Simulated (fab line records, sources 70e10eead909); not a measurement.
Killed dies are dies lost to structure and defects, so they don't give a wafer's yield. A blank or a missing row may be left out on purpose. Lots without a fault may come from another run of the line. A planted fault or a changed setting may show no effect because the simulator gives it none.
Chamber matching | flow nand_harc | NHARC_A_M0_ETCH_34 on rie_diel-10: 4 sister chambers
The step etches the open film in N2/H2, target depth 40 nm, overetch 12 nm, time 43.94 s. 14 wafers are shown with their chamber, then 7 later ones without.

WAFERS WITH THEIR CHAMBER
wafer  | chamber | drypump_motor_current_A (A) | rf_vpp_V (V) | oes_product_au (a.u.)
L078.1 | 2       | 5.3                         | 431.2        | 0.991
L078.4 | 1       | 5.8                         | 427.5        | 0.998
L078.6 | 2       | 5.3                         | 431.7        | 0.974
L080.3 | 0       | 6.3                         | 429.0        | 1.004
L080.5 | 0       | 6.2                         | 429.1        | 1.008
L080.6 | 1       | 5.8                         | 425.9        | 1.010
L081.4 | 0       | 6.2                         | 429.9        | 1.001
L081.5 | 3       | 5.7                         | 432.4        | 1.020
L081.6 | 2       | 5.3                         | 430.8        | 0.981
L082.2 | 0       | 6.2                         | 428.7        | 1.013
L082.4 | 1       | 5.8                         | 427.6        | 1.001
L082.5 | 0       | 6.3                         | 428.6        | 1.014
L086.1 | 2       | 5.3                         | 429.9        | 1.011
L086.2 | 0       | 6.2                         | 429.5        | 1.021

SIGNATURES (means of the wafers above)
reading                 | chamber 0 | chamber 1 | chamber 2 | chamber 3 | scatter within a chamber
drypump_motor_current_A | 6.233     | 5.800     | 5.300     | 5.700     | 0.0365
rf_vpp_V                | 429.133   | 427.000   | 430.900   | 432.400   | 0.691
oes_product_au          | 1.01017   | 1.00300   | 0.98925   | 1.02000   | 0.0106
Rule: a wafer's distance from a chamber is the root of the sum, over the readings, of the square of ((its reading less the chamber's mean) divided by the reading's scatter). The wafer belongs to the nearest chamber; if the next one is less than 2 further off, it can't be placed. The scatter: the root of (the sum of the squares of (reading less its chamber's mean) over the shown wafers, divided by (wafers less chambers)).

WAFERS WITHOUT THEIR CHAMBER
wafer  | drypump_motor_current_A (A) | rf_vpp_V (V) | oes_product_au (a.u.)
L086.6 | 5.3                         | 430.7        | 1.010
L090.1 | 5.3                         | 431.6        | 1.009
L090.5 | 5.7                         | 434.1        | 1.008
L090.6 | 6.2                         | 427.7        | 1.007
L091.2 | 6.3                         | 429.6        | 1.021
L091.4 | 5.8                         | 427.0        | 0.992
L091.6 | 5.3                         | 432.0        | 1.008

WHICH CHAMBER EACH WENT THROUGH
wafer  | from the rows above | in truth
L086.6 | 2                   | 2
L090.1 | 2                   | 2
L090.5 | 3                   | 3
L090.6 | 0                   | 0
L091.2 | 0                   | 0
L091.4 | 1                   | 1
L091.6 | 2                   | 2
Placed correctly: 7 of 7. Can't be placed from these rows: 0. Placed wrongly: 0.
